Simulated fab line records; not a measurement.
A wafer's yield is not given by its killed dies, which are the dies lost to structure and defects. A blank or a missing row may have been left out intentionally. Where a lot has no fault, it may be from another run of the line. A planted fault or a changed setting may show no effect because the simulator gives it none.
Which tool was responsible?	flow n5Finfet	Sampling: 12 lots, 36 wafers, 3 of 1938 route steps

== WHAT THE GAUGES SHOWED, per wafer ==
N5_BEOL_M0_CUTY_OVL_MEAS_58.
lot	measured	on	M0_ABLK_OVL (nm)
L075	day 6 03:22	overlay-01	0.4 -1.0 0.3
L077	day 6 13:46	overlay-01	0.3 0.4 0.4
L079	day 6 23:14	overlay-02	-0.2 -1.1 -1.8
L081	day 7 16:55	overlay-01	0.2 0.2 1.4
L083	day 8 06:34	overlay-01	-1.4 0.3 1.4
L085	day 8 18:40	overlay-02	1.3 0.4 1.7
L087	day 9 04:16	overlay-01	0.5 0.9 0.7
L089	day 9 16:34	overlay-02	-0.7 -0.3 -1.5
L091	day 9 23:11	overlay-02	-0.3 0.2 0.1
L093	day 10 14:40	overlay-01	-0.5 -0.6 -0.9
L095	day 10 23:18	overlay-02	-0.9 1.1 -1.2
L097	day 11 16:44	overlay-01	-0.9 -0.5 0.0

== WHAT TOOL EACH LOT RAN ON (gives the tool, then ch and the chambers of the sampled wafers, and finally the start) ==
lot	N5_BEOL_M0_SAQP_ETCH_107	N5_BEOL_M0_SAQP_MANDREL2_REMOVE_110
L075	rieDiel-04 ch 2,3, day 6 00:29	rieSi-03 ch 0,1, day 6 01:22
L077	rieDiel-04 ch 0,1,3, day 6 10:38	rieSi-02 ch 1,2, day 6 11:40
L079	rieDiel-04 ch 1,2,3, day 6 20:22	rieSi-03 ch 1,2,3, day 6 21:19
L081	rieDiel-03 ch 0,2,3, day 7 12:05	rieSi-02 ch 0,1,2, day 7 14:54
L083	rieDiel-03 ch 0,3, day 8 03:38	rieSi-02 ch 0,3, day 8 04:34
L085	rieDiel-03 ch 0,1,2, day 8 15:28	rieSi-02 ch 0,2,3, day 8 16:30
L087	rieDiel-06 ch 0,3, day 9 01:00	rieSi-04 ch 2,3, day 9 02:01
L089	rieDiel-06 ch 0,1,3, day 9 13:37	rieSi-04 ch 0,1,3, day 9 14:29
L091	rieDiel-04 ch 1,2,3, day 9 20:26	rieSi-03 ch 2,3, day 9 21:19
L093	rieDiel-06 ch 0,1,2, day 10 11:12	rieSi-03 ch 0,2,3, day 10 12:46
L095	rieDiel-06 ch 0,2,3, day 10 20:25	rieSi-04 ch 0,2,3, day 10 21:18
L097	rieDiel-04 ch 0,2, day 11 13:42	rieSi-02 ch 2,3, day 11 14:44
- N5_BEOL_M0_SAQP_ETCH_107: etches SiNx in CH3F/O2, target depth 30 nm.
- N5_BEOL_M0_SAQP_MANDREL2_REMOVE_110: chemistry HBr/Cl2/O2, target a-Si, stops on SiCN, bt time 10 s.

== THE ANSWER, worked out from the rows above alone ==
Rule: the lots themselves supply what counts as usual. The widest of any qualifying gaps counts: lots, ordered by their means at a reading, are off when they make up no more than a third of the lots, leave a main group of 4 or more, and stand apart from it by 3 or more times the standard deviation of that group's means. A main group whose means are all the same, to the digits that the tables above print for the reading, isn't used. A lot without any number at a reading at which 4 lots or more have one is off too. Where the step has rows for the other lots, those lots are counted as sound.
Across all readings shown, no lot is off: no conclusion can be drawn from this.

== WHAT WAS PUT IN BY THE SIMULATOR ==
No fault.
